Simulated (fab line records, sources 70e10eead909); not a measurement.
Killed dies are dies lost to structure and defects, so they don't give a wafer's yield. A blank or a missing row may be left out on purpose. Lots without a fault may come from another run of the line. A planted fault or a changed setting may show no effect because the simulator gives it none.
Chamber matching | flow nand_harc | NHARC_A_CONTACT_DEP_85 on pecvd-01: 3 sister chambers
The step deposits SiON, target thk 50 nm. 6 wafers are shown with their chamber, then 7 later ones without.

WAFERS WITH THEIR CHAMBER
wafer  | chamber | heater_power_w (W) | chamber_pressure_Torr (Torr)
L091.1 | 0       | 706                | 3.491
L090.1 | 1       | 803                | 3.499
L090.2 | 2       | 729                | 3.484
L090.6 | 0       | 676                | 3.495
L093.1 | 1       | 844                | 3.497
L093.2 | 2       | 793                | 3.504

WAFERS WITHOUT THEIR CHAMBER
wafer  | heater_power_w (W) | chamber_pressure_Torr (Torr)
L093.3 | 790                | 3.503
L092.2 | 784                | 3.498
L092.3 | 822                | 3.510
L092.4 | 783                | 3.489
L096.2 | 820                | 3.496
L096.5 | 785                | 3.503
L096.6 | 773                | 3.498

WHICH CHAMBER EACH WENT THROUGH
wafer  | from the rows above          | in truth
L093.3 | can't be placed: 1 or 2      | 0
L092.2 | can't be placed: 2 or 1      | 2
L092.3 | can't be placed: 1 or 2      | 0
L092.4 | can't be placed: 2 or 1 or 0 | 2
L096.2 | can't be placed: 1 or 2      | 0
L096.5 | can't be placed: 2 or 1 or 0 | 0
L096.6 | can't be placed: 2 or 1 or 0 | 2
Placed correctly: 0 of 7. Can't be placed from these rows: 7 (the true chamber is among the candidates in 4). Placed wrongly: 0.
How it was worked out, from the rows above alone: a wafer's distance from a chamber is the root of the sum, over the readings, of the square of ((its reading less the chamber's mean) divided by the reading's scatter). The wafer belongs to the nearest chamber; if the next one is less than 2 further off, it can't be placed. A chamber's mean is the mean of its shown wafers. The scatter: the root of (the sum of the squares of (reading less its chamber's mean) over the shown wafers, divided by (wafers less chambers)).
